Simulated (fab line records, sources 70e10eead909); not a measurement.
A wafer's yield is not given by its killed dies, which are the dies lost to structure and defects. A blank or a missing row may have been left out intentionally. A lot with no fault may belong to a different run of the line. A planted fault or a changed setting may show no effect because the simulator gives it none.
The tool behind it: which one? + flow nand_harc + 23 lots with 69 wafers sampled at 6 steps, on a route of 1302 steps

## WHAT THE GAUGES READ, wafer by wafer
Not one reading of a measure or inspect step in the record can be checked against a usual standard deviation.

## WHICH TOOL RAN EACH LOT (tool, then ch and the chambers of the sampled wafers, then the start)
| lot  | NHARC_A_STAIRCASE_TRIM_20          | NHARC_A_STAIRCASE_ETCH_21                     | NHARC_A_STAIRCASE_TRIM_26                     | NHARC_A_STAIRCASE_ETCH_201                    | NHARC_A_STAIRCASE_TRIM_202                    | NHARC_A_STAIRCASE_TRIM_220         |
|------|------------------------------------|-----------------------------------------------|-----------------------------------------------|-----------------------------------------------|-----------------------------------------------|------------------------------------|
| L074 | rie_diel-02 ch 0,3, day 15 11:22   | rie_diel-02 ch 0,3, day 15 11:43              | rie_diel-02 ch 0,3, day 15 22:29 or earlier   | rie_diel-11 ch 1,2, day 15 22:29 or earlier   | rie_diel-11 ch 0,2, day 15 22:29 or earlier   | rie_diel-02 ch 1,2,3, day 15 22:29 |
| L075 | rie_diel-04 ch 0,2,3, day 16 10:58 | rie_diel-04 ch 0,2,3, day 16 17:57 or earlier | rie_diel-04 ch 0,1,2, day 16 17:57 or earlier | rie_diel-02 ch 1,2,3, day 16 17:57 or earlier | rie_diel-02 ch 0,1,3, day 16 17:57 or earlier | rie_diel-04 ch 0,1,2, day 16 17:57 |
| L076 | rie_diel-04 ch 0,3, day 16 11:37   | rie_diel-04 ch 0,1,2, day 16 18:11 or earlier | rie_diel-04 ch 2,3, day 16 18:11 or earlier   | rie_diel-04 ch 1,2, day 16 18:11 or earlier   | rie_diel-04 ch 2,3, day 16 18:11 or earlier   | rie_diel-02 ch 0,1,2, day 16 18:11 |
| L077 | rie_diel-02 ch 0,2,3, day 16 11:42 | rie_diel-02 ch 0,1,3, day 16 18:26 or earlier | rie_diel-02 ch 0,1, day 16 18:26 or earlier   | rie_diel-11 ch 0,2,3, day 16 18:26 or earlier | rie_diel-11 ch 0,3, day 16 18:26 or earlier   | rie_diel-11 ch 0,2,3, day 16 18:26 |
| L078 | rie_diel-02 ch 2,3, day 17 08:39   | rie_diel-02 ch 1,3, day 17 14:59 or earlier   | rie_diel-02 ch 1,2, day 17 14:59 or earlier   | rie_diel-04 ch 0,1, day 17 14:59 or earlier   | rie_diel-04 ch 2,3, day 17 14:59 or earlier   | rie_diel-04 ch 0,1,3, day 17 14:59 |
| L079 | rie_diel-11 ch 1,2,3, day 17 14:31 | rie_diel-11 ch 2,3, day 17 21:37 or earlier   | rie_diel-11 ch 0,1,3, day 17 21:37 or earlier | rie_diel-02 ch 0,1, day 17 21:37 or earlier   | rie_diel-02 ch 0,1,2, day 17 21:37 or earlier | rie_diel-04 ch 0,2,3, day 17 21:37 |
| L080 | rie_diel-11 ch 2,3, day 18 08:50   | rie_diel-11 ch 0,2,3, day 18 15:09 or earlier | rie_diel-11 ch 1,2,3, day 18 15:09 or earlier | rie_diel-04 ch 0,1, day 18 15:09 or earlier   | rie_diel-04 ch 0,2,3, day 18 15:09 or earlier | rie_diel-11 ch 1,2,3, day 18 15:09 |
| L081 | rie_diel-02 ch 0,1,2, day 18 09:52 | rie_diel-02 ch 2,3, day 18 16:18 or earlier   | rie_diel-02 ch 0,2, day 18 16:18 or earlier   | rie_diel-04 ch 1,2,3, day 18 16:18 or earlier | rie_diel-04 ch 1,2, day 18 16:18 or earlier   | rie_diel-04 ch 0,3, day 18 16:18   |
| L082 | rie_diel-11 ch 0,2, day 18 23:56   | rie_diel-11 ch 1,2, day 19 08:13 or earlier   | rie_diel-11 ch 1,3, day 19 08:13 or earlier   | rie_diel-04 ch 1,3, day 19 08:13 or earlier   | rie_diel-04 ch 0,2,3, day 19 08:13 or earlier | rie_diel-04 ch 0,1,3, day 19 08:13 |
| L084 | rie_diel-04 ch 0,1,2, day 19 20:52 | rie_diel-04 ch 1,2,3, day 20 03:44 or earlier | rie_diel-04 ch 0,1,2, day 20 03:44 or earlier | rie_diel-02 ch 0,1, day 20 03:44 or earlier   | rie_diel-02 ch 0,2,3, day 20 03:44 or earlier | rie_diel-11 ch 0,2,3, day 20 03:44 |
| L083 | rie_diel-04 ch 1,3, day 20 00:38   | rie_diel-04 ch 0,1,2, day 20 06:50 or earlier | rie_diel-04 ch 0,2,3, day 20 06:50 or earlier | rie_diel-02 ch 0,1,2, day 20 06:50 or earlier | rie_diel-02 ch 1,2,3, day 20 06:50 or earlier | rie_diel-02 ch 1,3, day 20 06:50   |
| L085 | rie_diel-02 ch 0,2, day 20 11:13   | rie_diel-02 ch 2,3, day 20 17:32 or earlier   | rie_diel-02 ch 1,2,3, day 20 17:32 or earlier | rie_diel-04 ch 0,1, day 20 17:32 or earlier   | rie_diel-04 ch 0,3, day 20 17:32 or earlier   | rie_diel-02 ch 2,3, day 20 17:32   |
| L086 | rie_diel-02 ch 0,2,3, day 20 14:41 | rie_diel-02 ch 0,1, day 20 21:55 or earlier   | rie_diel-02 ch 0,1, day 20 21:55 or earlier   | rie_diel-11 ch 0,3, day 20 21:55 or earlier   | rie_diel-11 ch 0,1, day 20 21:55 or earlier   | rie_diel-04 ch 0,2,3, day 20 21:55 |
| L087 | rie_diel-02 ch 1,2, day 20 21:48   | rie_diel-02 ch 0,2, day 21 04:40 or earlier   | rie_diel-02 ch 0,1,3, day 21 04:40 or earlier | rie_diel-02 ch 0,3, day 21 04:40 or earlier   | rie_diel-02 ch 0,1,3, day 21 04:40 or earlier | rie_diel-11 ch 1,2, day 21 04:40   |
| L088 | rie_diel-11 ch 0,2, day 21 17:29   | rie_diel-11 ch 2,3, day 22 00:41 or earlier   | rie_diel-11 ch 0,1, day 22 00:41 or earlier   | rie_diel-11 ch 1,3, day 22 00:41 or earlier   | rie_diel-11 ch 1,3, day 22 00:41 or earlier   | rie_diel-04 ch 2,3, day 22 00:41   |
| L089 | rie_diel-02 ch 1,2,3, day 21 17:41 | rie_diel-02 ch 0,1,3, day 22 01:34 or earlier | rie_diel-02 ch 1,2,3, day 22 01:34 or earlier | rie_diel-04 ch 1,2,3, day 22 01:34 or earlier | rie_diel-04 ch 0,2,3, day 22 01:34 or earlier | rie_diel-04 ch 0,1,2, day 22 01:34 |
| L090 | rie_diel-11 ch 0,1, day 22 09:14   | rie_diel-11 ch 0,1, day 22 15:29 or earlier   | rie_diel-11 ch 0,1,3, day 22 15:29 or earlier | rie_diel-02 ch 1,2,3, day 22 15:29 or earlier | rie_diel-02 ch 0,1,3, day 22 15:29 or earlier | rie_diel-11 ch 0,1,3, day 22 15:29 |
| L093 | rie_diel-04 ch 0,1, day 23 14:54   | rie_diel-04 ch 0,1, day 23 21:06 or earlier   | rie_diel-04 ch 0,2,3, day 23 21:06 or earlier | rie_diel-04 ch 1,3, day 23 21:06 or earlier   | rie_diel-04 ch 0,1,3, day 23 21:06 or earlier | rie_diel-11 ch 0,3, day 23 21:06   |
| L092 | rie_diel-02 ch 0,1,2, day 23 14:55 | rie_diel-02 ch 0,1, day 23 21:17 or earlier   | rie_diel-02 ch 0,2, day 23 21:17 or earlier   | rie_diel-02 ch 0,3, day 23 21:17 or earlier   | rie_diel-02 ch 2,3, day 23 21:17 or earlier   | rie_diel-11 ch 0,2,3, day 23 21:17 |
| L095 | rie_diel-04 ch 0,2,3, day 24 01:35 | rie_diel-04 ch 1,2,3, day 24 07:54 or earlier | rie_diel-04 ch 0,1,3, day 24 07:54 or earlier | rie_diel-02 ch 0,2,3, day 24 07:54 or earlier | rie_diel-02 ch 0,1,2, day 24 07:54 or earlier | rie_diel-02 ch 0,1,2, day 24 07:54 |
| L094 | rie_diel-04 ch 0,1,3, day 24 22:23 | rie_diel-04 ch 2,3, day 25 04:29 or earlier   | rie_diel-04 ch 1,2, day 25 04:29 or earlier   | rie_diel-04 ch 1,2, day 25 04:29 or earlier   | rie_diel-04 ch 0,1,3, day 25 04:29 or earlier | rie_diel-04 ch 2,3, day 25 04:29   |
| L096 | rie_diel-04 ch 0,1, day 25 10:52   | rie_diel-04 ch 0,1, day 25 18:52 or earlier   | rie_diel-04 ch 0,1, day 25 18:52 or earlier   | rie_diel-04 ch 0,1, day 25 18:52 or earlier   | rie_diel-04 ch 0,3, day 25 18:52 or earlier   | rie_diel-11 ch 0,2, day 25 18:52   |
| L097 | rie_diel-02 ch 0,2, day 25 16:07   | rie_diel-02 ch 1,2, day 25 22:48 or earlier   | rie_diel-02 ch 1,2,3, day 25 22:48 or earlier | rie_diel-02 ch 0,2,3, day 25 22:48 or earlier | rie_diel-02 ch 0,1,3, day 25 22:48 or earlier | rie_diel-02 ch 0,2,3, day 25 22:48 |
- NHARC_A_STAIRCASE_TRIM_20: chemistry O2, time 211.2 s.
- NHARC_A_STAIRCASE_ETCH_21: etches the open film in C4F8/O2, target depth 100 nm, time 40.5 s.
- NHARC_A_STAIRCASE_TRIM_26: chemistry O2, time 211.2 s.
- NHARC_A_STAIRCASE_ETCH_201: etches the open film in C4F8/O2, target depth 100 nm, time 40.5 s.
- NHARC_A_STAIRCASE_TRIM_202: chemistry O2, time 211.2 s.
- NHARC_A_STAIRCASE_TRIM_220: chemistry O2, time 211.2 s.

## WHAT THE TOOLS THEMSELVES READ (means of the sampled wafers that have a number; where no wafer has one, the mark that the record gives instead)
NHARC_A_STAIRCASE_TRIM_20.
| lot  | tool        | drypump_motor_current_A (A) | oes_product_au (a.u.) | rf_vpp_V (V) | showerhead_plenum_p_Torr (Torr) | throttle_valve_pct (%) |
|------|-------------|-----------------------------|-----------------------|--------------|---------------------------------|------------------------|
| L074 | rie_diel-02 | 5.3                         | 1.001                 | 57.6         | 3.51                            | 17.031                 |
| L075 | rie_diel-04 | 5.5                         | 1.001                 | 58.4         | 3.58                            | 17.040                 |
| L076 | rie_diel-04 | 5.2                         | 1.003                 | 57.5         | 3.53                            | 17.041                 |
| L077 | rie_diel-02 | 5.6                         | 1.005                 | 57.0         | 3.45                            | 17.041                 |
| L078 | rie_diel-02 | 5.5                         | 1.000                 | 58.6         | 3.54                            | 17.039                 |
| L079 | rie_diel-11 | 5.7                         | 0.999                 | 58.5         | 3.45                            | 17.044                 |
| L080 | rie_diel-11 | 5.8                         | 1.004                 | 56.8         | 3.40                            | 17.039                 |
| L081 | rie_diel-02 | 5.8                         | 0.992                 | 57.8         | 3.49                            | 17.046                 |
| L082 | rie_diel-11 | 5.5                         | 1.010                 | 56.8         | 3.30                            | 17.044                 |
| L084 | rie_diel-04 | 5.8                         | 1.004                 | 58.4         | 3.62                            | 17.042                 |
| L083 | rie_diel-04 | 5.2                         | 0.992                 | 57.4         | 3.51                            | 17.029                 |
| L085 | rie_diel-02 | 5.9                         | 1.000                 | 57.7         | 3.37                            | 17.035                 |
| L086 | rie_diel-02 | 5.6                         | 0.997                 | 58.8         | 3.43                            | 17.024                 |
| L087 | rie_diel-02 | 5.9                         | 0.996                 | 58.6         | 3.62                            | 17.038                 |
| L088 | rie_diel-11 | 5.6                         | 1.001                 | 57.4         | 3.63                            | 17.037                 |
| L089 | rie_diel-02 | 5.7                         | 0.993                 | 57.4         | 3.57                            | 17.035                 |
| L090 | rie_diel-11 | 5.7                         | 1.010                 | 57.1         | 3.36                            | 17.029                 |
| L093 | rie_diel-04 | 5.6                         | 0.999                 | 59.1         | 3.62                            | 17.043                 |
| L092 | rie_diel-02 | 5.8                         | 1.000                 | 57.6         | 3.47                            | 17.050                 |
| L095 | rie_diel-04 | 5.5                         | 1.008                 | 58.2         | 3.54                            | 17.036                 |
| L094 | rie_diel-04 | 5.4                         | 1.002                 | 57.8         | 3.55                            | 17.031                 |
| L096 | rie_diel-04 | 5.6                         | 1.010                 | 58.0         | 3.61                            | 17.035                 |
| L097 | rie_diel-02 | 5.7                         | 1.005                 | 57.4         | 3.32                            | 17.036                 |

NHARC_A_STAIRCASE_ETCH_21.
| lot  | tool        | oes_product_au (a.u.) | rf_vpp_V (V) |
|------|-------------|-----------------------|--------------|
| L074 | rie_diel-02 | 0.942                 | 892          |
| L075 | rie_diel-04 | 0.939                 | 899          |
| L076 | rie_diel-04 | 0.945                 | 900          |
| L077 | rie_diel-02 | 0.949                 | 897          |
| L078 | rie_diel-02 | 0.950                 | 901          |
| L079 | rie_diel-11 | 0.946                 | 896          |
| L080 | rie_diel-11 | 0.951                 | 891          |
| L081 | rie_diel-02 | 0.931                 | 896          |
| L082 | rie_diel-11 | 0.975                 | 890          |
| L084 | rie_diel-04 | 0.945                 | 897          |
| L083 | rie_diel-04 | 0.948                 | 899          |
| L085 | rie_diel-02 | 0.937                 | 893          |
| L086 | rie_diel-02 | 0.946                 | 897          |
| L087 | rie_diel-02 | 0.925                 | 889          |
| L088 | rie_diel-11 | 0.977                 | 903          |
| L089 | rie_diel-02 | 0.942                 | 897          |
| L090 | rie_diel-11 | 0.964                 | 890          |
| L093 | rie_diel-04 | 0.975                 | 899          |
| L092 | rie_diel-02 | 0.958                 | 897          |
| L095 | rie_diel-04 | 0.972                 | 897          |
| L094 | rie_diel-04 | 0.967                 | 897          |
| L096 | rie_diel-04 | 0.961                 | 899          |
| L097 | rie_diel-02 | 0.937                 | 895          |

NHARC_A_STAIRCASE_TRIM_26.
| lot  | tool        | drypump_motor_current_A (A) | oes_product_au (a.u.) | rf_vpp_V (V) | showerhead_plenum_p_Torr (Torr) | throttle_valve_pct (%) |
|------|-------------|-----------------------------|-----------------------|--------------|---------------------------------|------------------------|
| L074 | rie_diel-02 | 5.4                         | 0.992                 | 58.0         | 3.51                            | 17.034                 |
| L075 | rie_diel-04 | 5.8                         | 1.007                 | 59.1         | 3.63                            | 17.032                 |
| L076 | rie_diel-04 | 5.3                         | 1.007                 | 58.3         | 3.52                            | 17.033                 |
| L077 | rie_diel-02 | 5.7                         | 1.004                 | 58.1         | 3.47                            | 17.040                 |
| L078 | rie_diel-02 | 5.9                         | 1.006                 | 57.9         | 3.64                            | 17.035                 |
| L079 | rie_diel-11 | 5.6                         | 1.000                 | 57.0         | 3.46                            | 17.032                 |
| L080 | rie_diel-11 | 5.8                         | 0.997                 | 57.9         | 3.44                            | 17.041                 |
| L081 | rie_diel-02 | 5.7                         | 1.004                 | 57.6         | 3.35                            | 17.041                 |
| L082 | rie_diel-11 | 5.8                         | 1.001                 | 58.6         | 3.49                            | 17.042                 |
| L084 | rie_diel-04 | 5.8                         | 1.004                 | 58.4         | 3.62                            | 17.033                 |
| L083 | rie_diel-04 | 5.5                         | 0.988                 | 57.5         | 3.56                            | 17.037                 |
| L085 | rie_diel-02 | 5.7                         | 0.992                 | 58.0         | 3.58                            | 17.040                 |
| L086 | rie_diel-02 | 5.7                         | 1.000                 | 58.1         | 3.45                            | 17.026                 |
| L087 | rie_diel-02 | 5.6                         | 0.998                 | 57.4         | 3.54                            | 17.033                 |
| L088 | rie_diel-11 | 5.5                         | 1.007                 | 57.1         | 3.33                            | 17.042                 |
| L089 | rie_diel-02 | 5.7                         | 0.998                 | 57.3         | 3.57                            | 17.037                 |
| L090 | rie_diel-11 | 5.6                         | 1.003                 | 57.9         | 3.44                            | 17.038                 |
| L093 | rie_diel-04 | 5.5                         | 1.004                 | 58.0         | 3.55                            | 17.039                 |
| L092 | rie_diel-02 | 5.7                         | 1.015                 | 56.6         | 3.33                            | 17.033                 |
| L095 | rie_diel-04 | 5.4                         | 1.006                 | 58.4         | 3.55                            | 17.037                 |
| L094 | rie_diel-04 | 5.9                         | 1.002                 | 57.9         | 3.58                            | 17.036                 |
| L096 | rie_diel-04 | 5.7                         | 1.002                 | 58.0         | 3.60                            | 17.040                 |
| L097 | rie_diel-02 | 5.7                         | 1.001                 | 58.7         | 3.56                            | 17.040                 |

NHARC_A_STAIRCASE_ETCH_201.
| lot  | tool        | oes_product_au (a.u.) | rf_vpp_V (V) |
|------|-------------|-----------------------|--------------|
| L074 | rie_diel-11 | 0.948                 | 891          |
| L075 | rie_diel-02 | 0.926                 | 899          |
| L076 | rie_diel-04 | 0.936                 | 899          |
| L077 | rie_diel-11 | 0.954                 | 891          |
| L078 | rie_diel-04 | 0.944                 | 900          |
| L079 | rie_diel-02 | 0.936                 | 893          |
| L080 | rie_diel-04 | 0.952                 | 900          |
| L081 | rie_diel-04 | 0.948                 | 897          |
| L082 | rie_diel-04 | 0.929                 | 898          |
| L084 | rie_diel-02 | 0.936                 | 893          |
| L083 | rie_diel-02 | 0.947                 | 895          |
| L085 | rie_diel-04 | 0.946                 | 900          |
| L086 | rie_diel-11 | 0.944                 | 890          |
| L087 | rie_diel-02 | 0.932                 | 894          |
| L088 | rie_diel-11 | 0.938                 | 897          |
| L089 | rie_diel-04 | 0.950                 | 896          |
| L090 | rie_diel-02 | 0.940                 | 898          |
| L093 | rie_diel-04 | 0.956                 | 896          |
| L092 | rie_diel-02 | 0.950                 | 894          |
| L095 | rie_diel-02 | 0.956                 | 893          |
| L094 | rie_diel-04 | 0.949                 | 898          |
| L096 | rie_diel-04 | 0.942                 | 898          |
| L097 | rie_diel-02 | 0.948                 | 892          |

NHARC_A_STAIRCASE_TRIM_202.
| lot  | tool        | drypump_motor_current_A (A) | oes_product_au (a.u.) | rf_vpp_V (V) | showerhead_plenum_p_Torr (Torr) | throttle_valve_pct (%) |
|------|-------------|-----------------------------|-----------------------|--------------|---------------------------------|------------------------|
| L074 | rie_diel-11 | 5.6                         | 1.012                 | 57.7         | 3.29                            | 17.039                 |
| L075 | rie_diel-02 | 5.5                         | 1.008                 | 58.1         | 3.56                            | 17.036                 |
| L076 | rie_diel-04 | 5.3                         | 1.000                 | 57.0         | 3.52                            | 17.039                 |
| L077 | rie_diel-11 | 5.5                         | 0.995                 | 56.9         | 3.43                            | 17.038                 |
| L078 | rie_diel-04 | 5.3                         | 1.004                 | 58.2         | 3.51                            | 17.036                 |
| L079 | rie_diel-02 | 5.8                         | 0.989                 | 57.6         | 3.50                            | 17.040                 |
| L080 | rie_diel-04 | 5.5                         | 1.003                 | 57.8         | 3.57                            | 17.025                 |
| L081 | rie_diel-04 | 5.8                         | 0.996                 | 58.3         | 3.61                            | 17.022                 |
| L082 | rie_diel-04 | 5.5                         | 1.008                 | 57.8         | 3.56                            | 17.035                 |
| L084 | rie_diel-02 | 5.6                         | 0.997                 | 57.2         | 3.43                            | 17.031                 |
| L083 | rie_diel-02 | 5.7                         | 1.000                 | 58.0         | 3.58                            | 17.035                 |
| L085 | rie_diel-04 | 5.2                         | 1.006                 | 58.0         | 3.51                            | 17.038                 |
| L086 | rie_diel-11 | 5.7                         | 1.002                 | 57.5         | 3.37                            | 17.033                 |
| L087 | rie_diel-02 | 5.5                         | 0.991                 | 58.1         | 3.54                            | 17.029                 |
| L088 | rie_diel-11 | 5.8                         | 1.009                 | 57.8         | 3.56                            | 17.034                 |
| L089 | rie_diel-04 | 5.5                         | 1.002                 | 58.1         | 3.55                            | 17.037                 |
| L090 | rie_diel-02 | 5.5                         | 1.002                 | 57.8         | 3.54                            | 17.035                 |
| L093 | rie_diel-04 | 5.4                         | 1.007                 | 57.4         | 3.56                            | 17.039                 |
| L092 | rie_diel-02 | 5.7                         | 0.999                 | 57.4         | 3.46                            | 17.048                 |
| L095 | rie_diel-02 | 5.8                         | 1.001                 | 56.6         | 3.47                            | 17.029                 |
| L094 | rie_diel-04 | 5.4                         | 1.001                 | 57.7         | 3.55                            | 17.030                 |
| L096 | rie_diel-04 | 5.2                         | 1.009                 | 57.9         | 3.49                            | 17.031                 |
| L097 | rie_diel-02 | 5.6                         | 1.000                 | 57.6         | 3.52                            | 17.036                 |

NHARC_A_STAIRCASE_TRIM_220.
| lot  | tool        | drypump_motor_current_A (A) | oes_product_au (a.u.) | rf_vpp_V (V) | showerhead_plenum_p_Torr (Torr) | throttle_valve_pct (%) |
|------|-------------|-----------------------------|-----------------------|--------------|---------------------------------|------------------------|
| L074 | rie_diel-02 | 5.7                         | 1.007                 | 58.1         | 3.60                            | 17.033                 |
| L075 | rie_diel-04 | 5.8                         | 0.993                 | 58.8         | 3.63                            | 17.034                 |
| L076 | rie_diel-02 | 5.8                         | 1.011                 | 58.1         | 3.50                            | 17.043                 |
| L077 | rie_diel-11 | 5.6                         | 1.011                 | 57.1         | 3.42                            | 17.043                 |
| L078 | rie_diel-04 | 5.4                         | 1.008                 | 58.1         | 3.58                            | 17.045                 |
| L079 | rie_diel-04 | 5.5                         | 1.001                 | 57.6         | 3.57                            | 17.038                 |
| L080 | rie_diel-11 | 5.8                         | 1.015                 | 57.0         | 3.44                            | 17.041                 |
| L081 | rie_diel-04 | 5.2                         | 1.006                 | 56.5         | 3.52                            | 17.036                 |
| L082 | rie_diel-04 | 5.4                         | 1.000                 | 57.4         | 3.57                            | 17.042                 |
| L084 | rie_diel-11 | 5.6                         | 0.994                 | 58.4         | 3.59                            | 17.043                 |
| L083 | rie_diel-02 | 5.4                         | 0.999                 | 58.6         | 3.64                            | 17.014                 |
| L085 | rie_diel-02 | 5.5                         | 0.992                 | 57.2         | 3.53                            | 17.032                 |
| L086 | rie_diel-04 | 5.5                         | 0.997                 | 58.2         | 3.56                            | 17.047                 |
| L087 | rie_diel-11 | 5.8                         | 1.004                 | 57.4         | 3.67                            | 17.020                 |
| L088 | rie_diel-04 | 5.3                         | 0.998                 | 58.6         | 3.49                            | 17.027                 |
| L089 | rie_diel-04 | 5.8                         | 0.998                 | 58.6         | 3.61                            | 17.041                 |
| L090 | rie_diel-11 | 5.6                         | 1.011                 | 58.9         | 3.44                            | 17.041                 |
| L093 | rie_diel-11 | 5.6                         | 1.012                 | 57.2         | 3.52                            | 17.035                 |
| L092 | rie_diel-11 | 5.6                         | 1.000                 | 58.0         | 3.57                            | 17.047                 |
| L095 | rie_diel-02 | 5.8                         | 0.992                 | 57.1         | 3.47                            | 17.044                 |
| L094 | rie_diel-04 | 5.3                         | 1.002                 | 57.8         | 3.48                            | 17.030                 |
| L096 | rie_diel-11 | 5.5                         | 1.004                 | 56.5         | 3.45                            | 17.045                 |
| L097 | rie_diel-02 | 5.6                         | 1.000                 | 57.2         | 3.41                            | 17.036                 |

## THE ANSWER, worked out from the rows above alone
Rule: the lots themselves supply what counts as usual. The widest of any qualifying gaps counts: lots, ordered by their means at a reading, are off when they make up no more than a third of the lots, leave a main group of 4 or more, and stand apart from it by 3 or more times the standard deviation of that group's means. The tables above print the reading to a certain number of digits; a main group whose means all agree to those digits is not used. Also off: a lot with no number at a reading for which 4 or more lots have one. The other lots that the step has rows for count as sound. Order of review: gauges by route order, followed by the tools' own readings, for which a lot's mean as printed above is used. The first step at which some lot is off is used, and at that step the reading that is off furthest; a lot without a number counts as furthest.
None of the lots is off at any reading shown; this tells nothing.

## WHAT HAD BEEN PUT IN BY THE SIMULATOR
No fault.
